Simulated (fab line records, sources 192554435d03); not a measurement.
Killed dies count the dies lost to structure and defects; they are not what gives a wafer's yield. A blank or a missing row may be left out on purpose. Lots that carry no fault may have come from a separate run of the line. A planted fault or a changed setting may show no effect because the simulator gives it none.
fab line records | flow n5-finfet
[record] lots = 6 wafers = 18 last-day = 18
route steps=1938 shown BEOL_M3@1009 BEOL_M4@1021
lots that met no fault: taken from a fault-free run of the same line
start-h: start of the lot's first displayed wafer, in hours after the record's first day | wait-h: time in hours since the lot's previous step | " the same as in the row above | L1.1+2: a single row standing in for several wafers | - either no value or no given start | * or withheld: withheld | < > ~ a bound
route shown NAME@n: NAME is a module with steps in the file, n the number in the route of the first one | usual: the fault-free wafers' mean and standard deviation | same: alike in all rows | chamber/n: place in a boat | sites: each site's reading | _std_site: standard deviation of those values | _edge_site: the outer-site mean with the inner-site mean subtracted | radius-mm: for every site, how far away it sits from the centre of the wafer | mask NAME#n: copy n | behind: the tool/chamber that last shaped the wafer | hold: what put the lot on hold/how long, in hours/how the hold closed | device: which transistor (n, p or np) failed to switch | end of line: the route-end tests of the same wafers | a step with no rows: only its recipe | killed: dies that structure and defects cost at the first sort, which is not the same as the wafer's yield | map: a wafer's dies, x killed, . not, _ none there
set.NAME: the run value of the setting; set.NAME@STEP: its run value at that earlier step | model.NAME: the simulator's own value behind a step, which no gauge read
lots at selected steps of the route; one table per step, one row per wafer
services: a tool's chamber out of use, with start hour (start-h, from the record's first day; less than 0 if before it), hours out, and reason
[[steps]]
[step N5_BEOL_M3_ANNEAL_95]
[recipe] temp-c = 400 time-s = 240 ambient = vacuum
[usual] heater-power-w = 824/100 susceptor-temp-C = 400.02/0.22
// columns lot.wafer tool chamber start-h wait-h heater-power-w susceptor-temp-C
L587.2 pvd-sputter-03 - 212.42 0.0 968 399.86
L587.4 " - " " 700 399.81
L587.6 " - " " 697 399.81
L588.2 pvd-sputter-01 - 215.35 0.0 751 400.01
L588.3 " - " " 795 399.83
L588.4 " - " " 927 399.79
L596.1 pvd-sputter-01 - 258.12 0.0 913 399.88
L596.2 " - " " 809 400.11
L596.5 " - " " 928 399.66
L598.1 pvd-sputter-03 - 270.98 0.0 953 399.81
L598.2 " - " " 874 400.04
L598.5 " - " " 691 399.68
L601.1 pvd-sputter-02 - 291.45 0.0 720 400.24
L601.3 " - " " 774 400.19
L601.4 " - " " 764 399.73
L602.4 pvd-sputter-02 - 307.00 0.0 802 400.27
L602.5 " - " " 787 400.23
L602.6 " - " " 773 399.92
[step N5_BEOL_M3_SPUTTER_96]
[recipe] material = Cu target-thk-a = 45 temp-c = -20 chamber-pressure-pa = 0.07 power-w = withheld time-s = 8.29
[step N5_BEOL_M3_ECD_50]
[recipe] material = Cu target-thk-a = 3000
[step N5_BEOL_M3_ANNEAL_51]
[recipe] temp-c = 225 time-s = 90 ambient = N2
[usual] wafer_temp_C_max = 225.68/0.22
// columns lot.wafer tool chamber start-h wait-h wafer_temp_C_max
L587.2 rtp-anneal-02 0 212.80 0.1 225.86
L587.4 " 0 " " 225.64
L587.6 " 0 " " 226.09
L588.2 rtp-anneal-01 0 215.83 0.2 225.66
L588.3 " 0 " " 225.37
L588.4 " 0 " " 225.91
L596.1 rtp-anneal-01 0 258.46 0.1 225.51
L596.2 " 0 " " 225.46
L596.5 " 0 " " 225.89
L598.1 rtp-anneal-02 0 271.31 0.1 225.78
L598.2 " 0 " " 225.91
L598.5 " 0 " " 225.76
L601.1 rtp-anneal-02 0 291.79 0.1 225.34
L601.3 " 0 " " 225.96
L601.4 " 0 " " 225.64
L602.4 rtp-anneal-01 0 307.49 0.2 225.46
L602.5 " 0 " " 225.62
L602.6 " 0 " " 225.41
[step N5_BEOL_M3_CMP_52]
[recipe] stop-on = SiOC t-overpolish-s = 6.8 down-force-psi = 1 platen-rpm = 50 clearing-platen-down-force-psi = 1.5 clearing-platen-rpm = 50 post-cmp-clean = cu-alkaline target-thk-nm = 40 clearing-platen-pad-velocity-m-s = 0.99484 pad-velocity-m-s = 0.99484
[step N5_BEOL_M3_THK_MEAS_53]
[recipe] thk-meas-gauge = xrf reads = Cu_of_BEOL_M3_ECD_50
[usual] M3_THK = 39.2/1.7
// columns lot.wafer tool chamber start-h wait-h M3_THK[nm]
L587.2 film-metro-01 - 213.42 - 39.7
L587.4 " - " " 40.5
L587.6 " - " " 38.6
L588.2 film-metro-01 - 216.39 - 38.0
L588.3 " - " " 37.5
L588.4 " - " " 40.0
L596.1 film-metro-02 - 259.05 - 39.7
L596.2 " - " " 41.7
L596.5 " - " " 41.7
L598.1 film-metro-01 - 271.90 - 38.8
L598.2 " - " " 35.4
L598.5 " - " " 38.4
L601.1 film-metro-01 - 292.38 - 35.9
L601.3 " - " " 40.6
L601.4 " - " " 38.5
L602.4 film-metro-02 - 307.94 - 37.6
L602.5 " - " " 41.7
L602.6 " - " " 37.4
[step N5_BEOL_M3_PRE_CLEAN_60]
[recipe] gas = NH3/H2 time-s = 15 temp-c = * rf-power-w = 300
[usual] heater-power-w = 105/26 susceptor-temp-C = *
// columns lot.wafer tool chamber start-h wait-h heater-power-w since-wet-clean-h susceptor-temp-C
L587.2 cvd-co-02 0 213.82 0.4 81 755 *
L587.4 " 0 " " 86 - *
L587.6 " 2 " " 134 - *
L588.2 cvd-co-01 2 216.43 0.0 80 517 *
L588.3 " 1 " " 142 79 *
L588.4 " 2 " " 82 - *
L596.1 cvd-co-01 1 259.09 0.0 145 122 *
L596.2 " 2 " " 82 560 *
L596.5 " 0 " " 77 - *
L598.1 cvd-co-02 1 271.94 0.0 104 1251 *
L598.2 " 0 " " 84 813 *
L598.5 " 1 " " 104 - *
L601.1 cvd-co-02 1 292.42 0.0 105 1271 *
L601.3 " 2 " " 135 - *
L601.4 " 1 " " 103 - *
L602.4 cvd-co-01 1 308.07 0.1 142 - *
L602.5 " 2 " " 81 - *
L602.6 " 0 " " 77 - *
[step N5_BEOL_M3_CO_CAP_55]
[recipe] material = Co target-thk-a = 20 temp-c = 200 precursor = CCTBA/H2 pressure-torr = 30 time-s = 102.1
[step N5_BEOL_M3_PRE_CLEAN_56]
[recipe] gas = NH3 time-s = 15 temp-c = withheld rf-power-w = 300
[step N5_BEOL_M3_DEP_57]
[recipe] material = SiCN target-thk-a = 80 temp-c = withheld precursor = 3MS/NH3 pressure-torr = 3 rf-w = 202 time-s = 14
[step N5_BEOL_M3_RS_MEAS_58]
[recipe] thk-meas-gauge = four-point-probe reads = Co_of_BEOL_M3_CO_CAP_55+Cu_of_BEOL_M3_ECD_50+Co_of_BEOL_M3_CVD_47+TaN_of_BEOL_M3_ALD_84
[usual] M3_RS = 0.67/0.036
// columns lot.wafer tool chamber start-h wait-h M3_RS[ohm/sq]
L587.2 film-metro-02 - 214.05 0.1 0.65
L587.4 " - " " 0.64
L587.6 " - " " 0.68
L588.2 film-metro-02 - 216.65 0.1 0.69
L588.3 " - " " 0.70
L588.4 " - " " 0.64
L596.1 film-metro-01 - 259.31 0.0 0.66
L596.2 " - " " 0.61
L596.5 " - " " 0.61
L598.1 film-metro-01 - 272.17 0.0 0.67
L598.2 " - " " 0.75
L598.5 " - " " 0.67
L601.1 film-metro-01 - 292.74 0.1 0.75
L601.3 " - " " 0.64
L601.4 " - " " 0.68
L602.4 film-metro-02 - 308.29 0.0 0.69
L602.5 " - " " 0.61
L602.6 " - " " 0.70
[step N5_BEOL_M3_INSPECT_59]
[recipe] inspect-instrument = darkfield mode = post-dep
[usual] raw-defect-count = 72/31
// columns lot.wafer tool chamber start-h wait-h raw-defect-count
L587.2 defect-inspect-02 - 214.07 0.0 102
L587.4 " - " " 71
L587.6 " - " " 84
L588.2 defect-inspect-01 - 216.68 0.0 42
L588.3 " - " " 43
L588.4 " - " " 72
L596.1 defect-inspect-02 - 259.34 0.0 99
L596.2 " - " " 65
L596.5 " - " " 55
L598.1 defect-inspect-02 - 272.19 0.0 75
L598.2 " - " " 92
L598.5 " - " " 64
L601.1 defect-inspect-01 - 292.77 0.0 64
L601.3 " - " " 45
L601.4 " - " " 55
L602.4 defect-inspect-01 - 308.32 0.0 42
L602.5 " - " " 36
L602.6 " - " " 68
[step N5_BEOL_M4_ILD_DEP_00]
[recipe] material = SiOC target-thk-a = 790 temp-c = 350 precursor = DEMS/O2 pressure-torr = 5 rf-w = 500 time-s = 15.3
[usual] heater-power-w = 468/79 showerhead-plenum-p-Torr = 5.691/0.016 susceptor-temp-C = 350.02/0.19 throttle-valve-pct = 12.1/0.89
// columns lot.wafer tool chamber start-h wait-h heater-power-w showerhead-plenum-p-Torr since-wet-clean-h susceptor-temp-C throttle-valve-pct model.SiOC_of_BEOL_M4_ILD_DEP_00.thk-nm
L587.2 pecvd-03 0 214.11 0.0 572 5.677 918 350.29 12.6 28.2
L587.4 " 1 " " 371 5.699 - 349.81 11.8 79
L587.6 " 0 " " 578 5.691 - 349.93 12.6 29.2
L588.2 pecvd-03 0 216.71 0.0 568 5.668 921 350.59 12.8 28.4
L588.3 " 0 " " 575 5.687 - 350.39 12.6 28.6
L588.4 " 1 " " 357 5.684 - 350.00 11.7 78.2
L596.1 pecvd-02 1 259.37 0.0 492 5.680 1870 350.04 11.4 79.8
L596.2 " 2 " " 419 5.685 364 350.02 11.4 78.2
L596.5 " 0 " " 466 5.700 - 349.93 12.3 80.2
L598.1 pecvd-02 1 272.23 0.0 519 5.702 1882 350.23 11.2 77.8
L598.2 " 2 " " 453 5.688 377 349.95 11.6 78
L598.5 " 1 " " 514 5.701 - 349.85 11.1 79.6
L601.1 pecvd-01 1 292.86 0.1 551 5.665 1540 349.74 13.9 80
L601.3 " 0 " " 496 5.671 815 349.98 11.7 79.6
L601.4 " 0 " " 484 5.688 - 350.15 11.8 81.6
L602.4 pecvd-03 2 308.37 0.1 372 5.711 - 349.85 11.1 79
L602.5 " 1 " " 334 5.696 - 350.31 11.8 78
L602.6 " 0 " " 542 5.704 - 349.91 12.7 78
[step N5_BEOL_M4_THK_MEAS_01]
[recipe] reads = SiOC_of_BEOL_M4_ILD_DEP_00
[usual] M4_ILD_THK = 78.9/1.1
// columns lot.wafer tool chamber start-h wait-h M4_ILD_THK[nm]
L587.2 film-metro-01 - 214.21 0.1 28.2
L587.4 " - " " 79.0
L587.6 " - " " 29.3
L588.2 film-metro-01 - 216.80 0.1 28.4
L588.3 " - " " 28.5
L588.4 " - " " 78.2
L596.1 film-metro-02 - 259.44 0.0 79.8
L596.2 " - " " 78.3
L596.5 " - " " 80.2
L598.1 film-metro-01 - 272.30 0.0 77.7
L598.2 " - " " 78.0
L598.5 " - " " 79.4
L601.1 film-metro-02 - 292.92 0.0 80.0
L601.3 " - " " 79.6
L601.4 " - " " 81.7
L602.4 film-metro-01 - 308.42 0.0 79.0
L602.5 " - " " 78.1
L602.6 " - " " 78.0
[step N5_BEOL_M4_PECVD_72]
[recipe] material = SiO2 target-thk-a = 160 temp-c = 400 precursor = TEOS/O2 pressure-torr = 5.5 rf-w = 450 teos-flow-sccm = 53.8 gas = O2 flow-sccm = 3000 time-s = 18
[step N5_BEOL_M4_HM_DEP_02]
[recipe] material = TiN target-thk-a = 200 temp-c = 25 chamber-pressure-pa = 0.49996
[step N5_BEOL_M4_COAT_61]
[recipe] resist = SOC temp-c = 250 time-s = 60 spin-rpm = 1500 resist-thk-nm = 60
[step N5_BEOL_M4_COAT_62]
[recipe] resist = SiARC temp-c = 220 time-s = 60 spin-rpm = 1500 resist-thk-nm = 12
[step N5_BEOL_M4_COAT_73]
[recipe] resist = underlayer temp-c = 205 time-s = 60 spin-rpm = 1500 resist-thk-nm = 5
[step N5_BEOL_M4_COAT_05]
[recipe] resist = CAR-EUV spin-rpm = 1500 resist-thk-nm = 30
[step N5_BEOL_M4_EBR_07]
[recipe] solvent = PGMEA ebr-width-mm = 1.5
[step N5_BEOL_M4_SOFTBAKE_06]
[recipe] temp-c = 110 time-s = 60 resist = CAR-EUV
[step N5_BEOL_M4_EXPOSE_08]
[recipe] mask-id = M4 na = 0.33 source-shape = dipole sigma-inner = 0.369 sigma-outer = 0.767 polarization = unpolarized dose-mj = 41.25
[step N5_BEOL_M4_PEB_09]
[recipe] peb-temp-c = 100 peb-time-s = 60 resist = CAR-EUV
[step N5_BEOL_M4_DEVELOP_10]
[recipe] develop-time-s = 30 developer = TMAH resist = CAR-EUV rinse-liquid = surfactant-rinse dry = air-spin dev-temp-c = 23
[step N5_BEOL_M4_CD_MEAS_11]
[recipe] target-cd-nm = 16.79 landing-energy-ev = 500 detector = se-inlens polarity = opening
[usual] cd-nm = 16.78/0.26
// columns lot.wafer tool chamber start-h wait-h cd-nm
L587.2 cd-sem-02 0 216.27 - 16.99
L587.4 " 0 " " 16.49
L587.6 " 0 " " 16.97
L588.2 cd-sem-01 0 217.29 - 16.78
L588.3 " 0 " " 16.94
L588.4 " 0 " " 16.92
L596.1 cd-sem-01 0 259.93 - 16.78
L596.2 " 0 " " 16.58
L596.5 " 0 " " 16.74
L598.1 cd-sem-03 0 273.33 - 16.71
L598.2 " 0 " " 16.94
L598.5 " 0 " " 16.30
L601.1 cd-sem-03 0 293.81 - 16.82
L601.3 " 0 " " 16.84
L601.4 " 0 " " 16.84
L602.4 cd-sem-01 0 308.93 - 16.68
L602.5 " 0 " " 16.82
L602.6 " 0 " " 16.43
[step N5_BEOL_M4_OVL_MEAS_12]
[recipe] points-per-wafer = 522
[usual] M4_OVL = 0.1/0.6
// columns lot.wafer tool chamber start-h wait-h M4_OVL[nm]
L587.2 overlay-01 0 216.30 0.0 0.0
L587.4 " 0 " " -0.5
L587.6 " 0 " " -0.1
L588.2 overlay-01 0 217.33 0.0 0.3
L588.3 " 0 " " 0.0
L588.4 " 0 " " -0.1
L596.1 overlay-01 0 259.96 0.0 1.1
L596.2 " 0 " " 0.5
L596.5 " 0 " " 0.7
L598.1 overlay-01 0 273.36 0.0 -0.1
L598.2 " 0 " " -0.6
L598.5 " 0 " " 0.4
L601.1 overlay-02 0 293.84 0.0 0.2
L601.3 " 0 " " 0.0
L601.4 " 0 " " 0.5
L602.4 overlay-02 0 308.98 0.0 0.1
L602.5 " 0 " " -0.3
L602.6 " 0 " " -0.2
[step N5_BEOL_M4_INSPECT_13]
[recipe] mode = adi inspect-instrument = brightfield
[usual] raw-defect-count = 438/130
// columns lot.wafer tool chamber start-h wait-h raw-defect-count
L587.2 defect-inspect-01 - 216.36 0.0 518
L587.4 " - " " 412
L587.6 " - " " 431
L588.2 defect-inspect-02 - 217.38 0.0 385
L588.3 " - " " 420
L588.4 " - " " 547
L596.1 defect-inspect-02 - 260.02 0.1 384
L596.2 " - " " 400
L596.5 " - " " 433
L598.1 defect-inspect-02 - 273.42 0.1 383
L598.2 " - " " 338
L598.5 " - " " 336
L601.1 defect-inspect-01 - 293.90 0.1 454
L601.3 " - " " 445
L601.4 " - " " 303
L602.4 defect-inspect-01 - 309.03 0.0 333
L602.5 " - " " 368
L602.6 " - " " 325
[step N5_BEOL_M4_DESCUM_16]
[recipe] chemistry = O2 time-s = 7 source-power-w = 50 bias-power-w = 20 pressure-mtorr = 20 rf-frequency-hz = 2.712e+07 temp-c = 40 resist = CAR-EUV o2-flow-sccm = 225
[step N5_BEOL_M4_ETCH_74]
[recipe] chemistry = N2/H2 target = underlayer target-depth-a = 65 mask-material = CAR-EUV time-s = 5.2 ion-energy-ev = 200 pressure-mtorr = 30 source-w = 840 bias-w = 150 n2-flow-sccm = 200 h2-flow-sccm = 200 ends = cleared
[usual] drypump-motor-current-A = 5.7/0.54 etch-rf-on-time-s = 5.13/0.14 n2-flow-sccm = 200.0/0.54 oes-product-au = 0.69/0.077 rf-vpp-V = 525.4/2.5 showerhead-plenum-p-Torr = 2.59/0.085 throttle-valve-pct = 17.78/0.22
// columns lot.wafer tool chamber start-h wait-h drypump-motor-current-A etch-rf-on-time-s n2-flow-sccm oes-product-au rf-hours-counter-h rf-vpp-V showerhead-plenum-p-Torr throttle-valve-pct
L587.2 rie-diel-01 0 216.43 0.0 6.3 5.25 199.6 0.64 128 526.8 2.65 17.67
L587.4 " 2 " " 5.2 5.00 199.6 0.72 - 527.8 2.71 17.80
L587.6 " 3 " " 6.5 4.97 199.7 0.83 - 527.7 2.61 17.56
L588.2 rie-diel-01 0 218.44 0.0 6.3 5.34 199.4 0.64 129 527.8 2.65 17.64
L588.3 " 3 " " 6.6 4.99 199.5 0.84 2 526.2 2.61 17.54
L588.4 " 3 " " 6.6 4.98 200.4 0.83 - 526.9 2.60 17.53
L596.1 rie-diel-03 0 260.14 0.0 5.2 5.34 200.9 0.70 61 527.2 2.58 17.65
L596.2 " 1 " " 5.5 4.97 200.1 0.61 213 526.8 2.62 17.97
L596.5 " 2 " " 5.0 4.98 200.2 0.69 - 523.9 2.58 18.28
L598.1 rie-diel-03 1 273.49 0.0 5.5 4.98 200.2 0.60 219 526.1 2.61 18.00
L598.2 " 2 " " 5.0 5.03 200.0 0.67 110 525.7 2.57 18.27
L598.5 " 3 " " 6.0 5.00 201.1 0.67 - 522.6 2.43 17.74
L601.1 rie-diel-03 1 293.97 0.0 5.5 5.07 200.5 0.59 226 527.1 2.61 17.99
L601.3 " 0 " " 5.2 5.36 199.5 0.70 73 526.2 2.57 17.64
L601.4 " 3 " " 5.9 4.96 199.6 0.67 142 520.5 2.42 17.74
L602.4 rie-diel-06 3 309.09 0.0 5.4 5.41 200.2 0.73 40 526.4 2.69 17.67
L602.5 " 2 " " 6.3 5.13 200.0 0.78 - 522.8 2.50 17.66
L602.6 " 1 " " 6.6 5.22 199.5 0.59 - 525.3 2.60 17.87
[step N5_BEOL_M4_ETCH_63]
[recipe] chemistry = CF4 target = SiARC target-depth-a = 156 mask-material = CAR-EUV time-s = 26 ion-energy-ev = 80 pressure-mtorr = 40 source-w = 545 bias-w = 36 Ar_flow_sccm = 100 cf4-flow-sccm = 100 ends = cleared
[step N5_BEOL_M4_ETCH_64]
[recipe] chemistry = N2/H2 target = SOC target-depth-a = 750 overetch-a = 225 mask-material = SiARC temp-c = 40 time-s = 121.9 ion-energy-ev = 200 pressure-mtorr = 30 source-w = 840 bias-w = 150 n2-flow-sccm = 200 h2-flow-sccm = 200
[step N5_BEOL_M4_STRIP_65]
[recipe] chemistry = N2/H2 temp-c = 40 n2-flow-sccm = 200 h2-flow-sccm = 200 rf-frequency-hz = 6e+07
[step N5_BEOL_M4_STRIP_75]
[recipe] chemistry = N2/H2 temp-c = 40 n2-flow-sccm = 200 h2-flow-sccm = 200 rf-frequency-hz = 6e+07
[step N5_BEOL_M4_STRIP_66]
[recipe] chemistry = CF4 resist = SiARC power-w = 300 bias-power-w = 75 pressure-mtorr = 50 cf4-flow-sccm = 150 rf-frequency-hz = 6e+07
[step N5_BEOL_M4_HM_OPEN_17]
[recipe] chemistry = Cl2/BCl3 target-depth-a = 200 overetch-a = 60 target = TiN mask-material = SOC ion-energy-ev = 150 pressure-mtorr = 10 icp-w = 1000 bias-w = 126 Cl2_flow_sccm = 53.25 bcl3-flow-sccm = 21.75 Ar_flow_sccm = 25
[usual] drypump-motor-current-A = 5.9/0.43 oes-product-au = 0.65/0.06 throttle-valve-pct = 22.22/0.24
// columns lot.wafer tool chamber start-h wait-h drypump-motor-current-A oes-product-au rf-hours-counter-h throttle-valve-pct
L587.2 rie-metal-02 0 216.64 0.0 5.6 0.65 43 22.37
L587.4 " 0 " " 5.6 0.64 - 22.39
L587.6 " 1 " " 5.4 0.57 - 22.14
L588.2 rie-metal-02 0 218.65 0.0 5.6 0.65 43 22.37
L588.3 " 0 " " 5.6 0.66 - 22.34
L588.4 " 1 " " 5.3 0.59 - 22.10
L596.1 rie-metal-03 1 260.35 0.0 5.9 0.66 44 22.10
L596.2 " 0 " " 6.6 0.71 31 22.17
L596.5 " 1 " " 5.9 0.66 - 22.11
L598.1 rie-metal-01 0 273.71 0.0 5.7 0.69 25 21.91
L598.2 " 1 " " 6.1 0.55 100 22.77
L598.5 " 0 " " 5.7 0.70 - 21.91
L601.1 rie-metal-02 0 294.19 0.0 5.6 0.63 49 22.39
L601.3 " 1 " " 5.4 0.58 - 22.13
L601.4 " 0 " " 5.6 0.65 - 22.37
L602.4 rie-metal-01 0 309.34 0.1 5.6 0.70 - 21.90
L602.5 " 1 " " 6.1 0.54 - 22.76
L602.6 " 0 " " 5.7 0.70 - 21.89
[step N5_BEOL_M4_STRIP_19]
[recipe] chemistry = O2 power-w = 400 temp-c = 40 pressure-mtorr = 30 rf-frequency-hz = 6e+07 bias-power-w = 0 overash-fraction = 0.2 o2-flow-sccm = 225
[step N5_BEOL_M4_CD_MEAS_18]
[recipe] pitch-nm = 36 target-cd-nm = 18
[usual] cd-nm = 18.0/0.33
// columns lot.wafer tool chamber start-h wait-h cd-nm
L587.2 cd-sem-03 - 216.83 0.1 17.7
L587.4 " - " " 18.1
L587.6 " - " " 18.5
L588.2 cd-sem-03 - 218.85 0.1 18.2
L588.3 " - " " 18.5
L588.4 " - " " 18.5
L596.1 cd-sem-02 - 260.55 0.0 18.1
L596.2 " - " " 17.9
L596.5 " - " " 17.6
L598.1 cd-sem-02 - 274.14 0.0 17.5
L598.2 " - " " 17.3
L598.5 " - " " 17.8
L601.1 cd-sem-03 - 294.37 0.0 18.1
L601.3 " - " " 17.7
L601.4 " - " " 17.4
L602.4 cd-sem-03 - 309.50 0.1 18.5
L602.5 " - " " 17.7
L602.6 " - " " 17.5
[step N5_BEOL_M4_COAT_67]
[recipe] resist = SOC temp-c = 250 time-s = 60 spin-rpm = 1500 resist-thk-nm = 60
[step N5_BEOL_M4_COAT_68]
[recipe] resist = SiARC temp-c = 220 time-s = 60 spin-rpm = 1500 resist-thk-nm = 12
[step N5_BEOL_M4_COAT_76]
[recipe] resist = underlayer temp-c = 205 time-s = 60 spin-rpm = 1500 resist-thk-nm = 5
[step N5_BEOL_M4_COAT_22]
[recipe] resist = CAR-EUV spin-rpm = 1500 resist-thk-nm = 30
[step N5_BEOL_M4_CMP_52]
[recipe] stop-on = SiOC t-overpolish-s = 6.8 down-force-psi = 1 platen-rpm = 50 clearing-platen-down-force-psi = 1.5 clearing-platen-rpm = 50 post-cmp-clean = cu-alkaline target-thk-nm = 40 clearing-platen-pad-velocity-m-s = 0.99484 pad-velocity-m-s = 0.99484
[usual] head-pressure-psi = 1.0000/0.0021 motor-current-A = 6.0/0.65 pad-life-wafers = 981/650
// columns lot.wafer tool chamber start-h wait-h head-pressure-psi motor-current-A pad-life-wafers model.SiOC_of_BEOL_M4_ILD_DEP_00.thk-nm
L588.4 cmp-03 3 224.03 0.1 1.0020 6.2 1698 75.2
L588.2 " 0 " " 1.0015 6.2 1699 25.4
L588.3 " 2 " " 0.9982 4.9 1701 25.6
L587.4 cmp-04 1 224.39 0.2 1.0009 5.6 428 76
L587.2 " 2 " " 0.9996 5.2 429 25.2
L587.6 " 0 " " 1.0001 6.7 - 26.2
L596.1 cmp-02 1 266.94 0.3 1.0017 5.8 684 76.8
L596.2 " 3 " " 1.0000 5.8 686 75.2
L596.5 " 2 " " 1.0011 7.5 - 77.2
L598.2 cmp-02 1 285.46 0.2 0.9978 5.9 865 75
L598.1 " 2 " " 0.9995 7.6 866 74.8
L598.5 " 1 " " 0.9975 5.9 - 76.6
L601.3 cmp-03 1 310.93 0.2 1.0002 5.7 240 76.6
L601.4 " 2 " " 1.0005 4.7 241 78.6
L601.1 " 0 " " 0.9965 6.6 243 77
L602.4 cmp-02 1 319.37 0.2 0.9973 5.4 1159 76
L602.5 " 0 " " 0.9995 6.4 - 75
L602.6 " 1 " " 0.9978 6.1 - 75
[step N5_BEOL_M4_RC_MEAS_101]
[usual] DIBL_N = 35.7/1.5 DIBL_P = 35.7/2 IOFF_N = 0.155/0.026 IOFF_P = 0.20/0.031 ION_N = 675/11 ION_P = 462/7.1 SS_N = 71.3/0.57 SS_P = 73.1/0.56 VT_N = 250/3 VT_P = -251/3
// columns lot.wafer tool chamber start-h wait-h DIBL_N[mV/V] DIBL_P[mV/V] IOFF_N[nA/um] IOFF_P[nA/um] ION_N[uA/um] ION_P[uA/um] SS_N[mV/dec] SS_P[mV/dec] VT_N[mV] VT_P[mV]
L588.4 prober-01 0 225.10 0.5 36.8 35.1 0.168 0.18 688 460 71.4 72.8 249 -255
L587.4 prober-01 0 226.03 1.1 36.8 35.0 0.141 0.21 660 453 71.5 72.8 254 -248
L596.1 prober-01 0 267.55 0.0 35.5 36.5 0.166 0.21 687 470 71.1 73.8 247 -251
L596.2 " 0 " " 35.3 35.9 0.150 0.20 666 460 71.5 72.9 248 -250
L596.5 " 0 " " 35.6 37.2 0.169 0.22 693 479 70.9 72.7 243 -249
L598.1 prober-01 0 286.03 0.0 35.8 33.9 0.141 0.20 677 461 71.3 72.9 253 -251
L598.2 " 0 " " 35.6 34.8 0.132 0.22 675 476 71.3 73.2 254 -248
L598.5 " 0 " " 35.4 34.5 0.130 0.21 662 460 71.1 73.0 254 -248
L601.1 prober-01 0 311.54 0.0 35.2 36.7 0.138 0.18 667 453 70.6 72.6 251 -255
L601.3 " 0 " " 36.4 37.6 0.163 0.20 668 456 71.3 72.7 248 -251
L601.4 " 0 " " 36.4 38.7 0.166 0.21 689 468 71.1 73.5 246 -253
L602.4 prober-02 0 320.53 0.5 37.1 38.4 0.175 0.22 669 457 71.6 73.4 249 -252
L602.5 " 0 " " 35.9 37.9 0.164 0.20 681 462 71.2 73.8 250 -252
L602.6 " 0 " " 38.2 40.2 0.214 0.26 680 464 72.1 74.0 244 -248
[[services]]
// columns tool chamber start-h hours kind
cvd-co-02 - 195.30 6.0 pm
pecvd-03 2 209.24 13.2 repair
cvd-co-02 - 215.45 1.5 repair
cmp-02 - 223.26 4.3 pm
pecvd-02 2 223.44 4.2 repair
cmp-02 - 227.88 1.6 repair
rie-metal-02 1 228.40 16.7 repair
rie-diel-06 - 233.19 15.6 pm
cmp-04 - 236.65 5.7 pm
cvd-co-02 1 240.53 10.1 repair
rie-diel-06 3 251.02 9.4 repair
pecvd-01 - 255.82 1.6 repair
rie-diel-03 3 259.60 4.2 repair
pecvd-03 1 260.12 40.9 repair
cmp-03 - 274.80 4.0 pm
pecvd-03 - 276.82 6.0 pm
rie-metal-02 1 285.23 5.5 repair
rie-diel-01 0 287.50 1.8 repair
cvd-co-02 0 290.57 66.4 repair
pecvd-02 - 292.26 5.5 pm
cvd-co-01 - 298.11 6.9 pm
pecvd-03 - 298.20 0.8 repair
cmp-03 - 298.26 0.7 repair
rie-diel-03 0 303.24 7.5 repair
[[key]]
[first-sign] step = N5_BEOL_M4_THK_MEAS_01 reading = M4_ILD_THK direction = down sigmas = 44 usual = 78.9 struck = 28.6
effect none on later readings
[model-effect] step = N5_BEOL_M4_ILD_DEP_00 value = SiOC_of_BEOL_M4_ILD_DEP_00.thk-nm without = 79.15 struck = 28.6
[model-effect] step = N5_BEOL_M4_CMP_52 value = SiOC_of_BEOL_M4_ILD_DEP_00.thk-nm without = 76.15 struck = 25.6
met-at N5_BEOL_M4_ILD_DEP_00
struck-wafers L587.2,L587.6,L588.2,L588.3
later-rows-left-out L587.2,L587.6,L588.2,L588.3
sort-left-out L587.2,L587.6,L588.2,L588.3
[fault] kind = process-parameter-drift tool = pecvd-03 chamber = - onset-h = 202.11 steps = N5_BEOL_M4_ILD_DEP_00 channel = target-thk-a offset = * shape = step end-h = 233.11 scope = struck-wafers-only acts-in = * stated = *
// sort-left-out: the simulated sort isn't trusted on such a fault, so these wafers' sort isn't shown, and their yield isn't known
// later-rows-left-out: the simulator's readings of these wafers behind a module that went badly wrong aren't trusted and aren't shown, but for the sort
